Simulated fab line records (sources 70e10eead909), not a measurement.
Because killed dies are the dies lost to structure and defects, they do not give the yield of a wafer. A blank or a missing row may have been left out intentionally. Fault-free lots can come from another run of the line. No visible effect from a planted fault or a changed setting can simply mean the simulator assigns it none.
Which of the tools did it?	flow nand-harc	30 wafers from 10 lots sampled at 2 of the route's 1302 steps

== WHAT THE GAUGES SHOWED, per wafer ==
NHARC_A_CHANNEL_HOLE_D1_CD_MEAS_30.
lot	measured	on	cd-nm (nm)
L483	day 9 00:20	cd-sem-03	88.3 89.2 90.6
L485	day 9 13:50	cd-sem-01	87.1 92.2 90.3
L486	day 10 05:48	cd-sem-02	88.4 90.1 90.4
L487	day 10 13:54	cd-sem-03	90.7 89.1 87.8
L489	day 11 04:46	cd-sem-02	92.2 90.5 89.4
L491	day 12 08:30	cd-sem-01	91.9 88.8 92.4
L494	day 13 07:53	cd-sem-02	90.3 89.9 89.5
L496	day 14 04:04	cd-sem-01	89.5 90.2 90.0
L503	day 17 04:12	cd-sem-03	90.8 90.7 90.3
L502	day 17 08:36	cd-sem-01	90.6 88.8 92.4

== EACH LOT AND THE TOOL THAT RAN IT (in order: tool; ch and the chambers of the sampled wafers; start) ==
lot	NHARC_A_CHANNEL_HOLE_D1_ETCH_33
L483	har-etch-01 ch 0,1, day 8 22:53
L485	har-etch-02 ch 0,1, day 9 12:17
L486	har-etch-02 ch 0,1, day 10 04:17
L487	har-etch-01 ch 0,1, day 10 12:21
L489	har-etch-01 ch 0,1, day 11 03:13
L491	har-etch-02 ch 0, day 12 06:58
L494	har-etch-02 ch 0, day 13 06:07
L496	har-etch-01 ch 0,1, day 14 02:31
L503	har-etch-01 ch 1, day 17 02:41
L502	har-etch-01 ch 0,1, day 17 06:49
- NHARC_A_CHANNEL_HOLE_D1_ETCH_33: etches the open film in C4F8/O2/Ar, time 90 s, target depth 400 nm.

== THE ANSWER, worked out from the rows above alone ==
Rule: the usual values come from the lots themselves. Put in order of their means at a reading, lots are off if they are a third of the lots or fewer, leave a main group of 4 or more, and stand apart from it by a gap of 3 or more times the standard deviation of the main group's means; of several such gaps the widest counts. A main group whose means are all the same, to the digits that the tables above print for the reading, isn't used. A lot without any number at a reading at which 4 lots or more have one is off too. All remaining lots with rows at the step are treated as sound.
No lot is off on any of the readings shown, so nothing can be concluded from this.

== WHAT THE SIMULATOR PUT IN ==
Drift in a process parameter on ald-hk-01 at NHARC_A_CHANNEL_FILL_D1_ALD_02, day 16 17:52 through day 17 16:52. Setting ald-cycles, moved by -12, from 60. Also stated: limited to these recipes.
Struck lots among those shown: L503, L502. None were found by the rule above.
